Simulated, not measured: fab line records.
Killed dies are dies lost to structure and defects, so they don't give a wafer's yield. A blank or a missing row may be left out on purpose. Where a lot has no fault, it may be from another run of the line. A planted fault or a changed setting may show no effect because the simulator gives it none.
Chamber matching | flow n5Finfet | 4 sister chambers for N5_BEOL_M14_STRIP_37 on rieDiel-01
The step strips in O2. 18 wafers are shown with their chamber, then 9 later ones without.

WAFERS, EACH WITH ITS CHAMBER
wafer  | chamber | showerheadPlenumPTorr (Torr) | drypumpMotorCurrentA (A) | oesProductAu (a.u.)
L079.3 | 0       | 2.07                         | 6.2                      | 0.73
L079.4 | 1       | 2.21                         | 6.0                      | 0.74
L079.6 | 0       | 2.07                         | 6.2                      | 0.74
L080.1 | 2       | 2.11                         | 6.2                      | 0.87
L080.2 | 0       | 2.07                         | 6.2                      | 0.75
L080.6 | 0       | 2.07                         | 6.2                      | 0.73
L083.2 | 1       | 2.21                         | 5.9                      | 0.75
L083.4 | 3       | 2.22                         | 5.1                      | 0.86
L083.5 | 2       | 2.11                         | 6.2                      | 0.88
L087.2 | 3       | 2.21                         | 5.2                      | 0.84
L087.4 | 1       | 2.20                         | 5.9                      | 0.73
L087.6 | 0       | 2.07                         | 6.2                      | 0.73
L088.2 | 3       | 2.21                         | 5.1                      | 0.85
L088.3 | 2       | 2.10                         | 6.1                      | 0.87
L088.5 | 1       | 2.20                         | 6.0                      | 0.73
L086.1 | 2       | 2.10                         | 6.2                      | 0.87
L086.2 | 1       | 2.20                         | 5.9                      | 0.74
L086.5 | 0       | 2.07                         | 6.2                      | 0.73

SIGNATURES (means of the wafers above)
reading               | chamber 0 | chamber 1 | chamber 2 | chamber 3 | scatter within a chamber
showerheadPlenumPTorr | 2.0700    | 2.2040    | 2.1050    | 2.2133    | 0.00453
drypumpMotorCurrentA  | 6.200     | 5.940     | 6.175     | 5.133     | 0.0432
oesProductAu          | 0.7350    | 0.7380    | 0.8725    | 0.8500    | 0.00804
Rule: a wafer's distance from a chamber is the root of the sum, over the readings, of the square of ((its reading less the chamber's mean) divided by the reading's scatter). The wafer belongs to the nearest chamber; if the next one is less than 2 further off, it can't be placed. The scatter is the square root of a quotient: the sum, over the shown wafers, of each reading's squared deviation from its chamber's mean, divided by wafers minus chambers.

WAFERS WHOSE CHAMBER IS MISSING
wafer  | showerheadPlenumPTorr (Torr) | drypumpMotorCurrentA (A) | oesProductAu (a.u.)
L092.2 | 2.10                         | 6.2                      | 0.83
L092.5 | 2.21                         | 5.1                      | 0.83
L092.6 | 2.10                         | 6.2                      | 0.85
L095.1 | 2.10                         | 6.2                      | 0.83
L095.5 | 2.06                         | 6.2                      | 0.74
L095.6 | 2.20                         | 5.9                      | 0.72
L097.1 | 2.10                         | 6.2                      | 0.82
L097.4 | 2.21                         | 5.1                      | 0.82
L097.5 | 2.10                         | 6.2                      | 0.85

WHICH CHAMBER EACH ONE RAN IN
wafer  | from the rows above | in truth
L092.2 | 2                   | 2
L092.5 | 3                   | 3
L092.6 | 2                   | 2
L095.1 | 2                   | 2
L095.5 | 0                   | 0
L095.6 | 1                   | 1
L097.1 | 2                   | 2
L097.4 | 3                   | 3
L097.5 | 2                   | 2
Correct placement for 9 of the 9. Number that these rows cannot place: 0. Wrongly placed: 0.
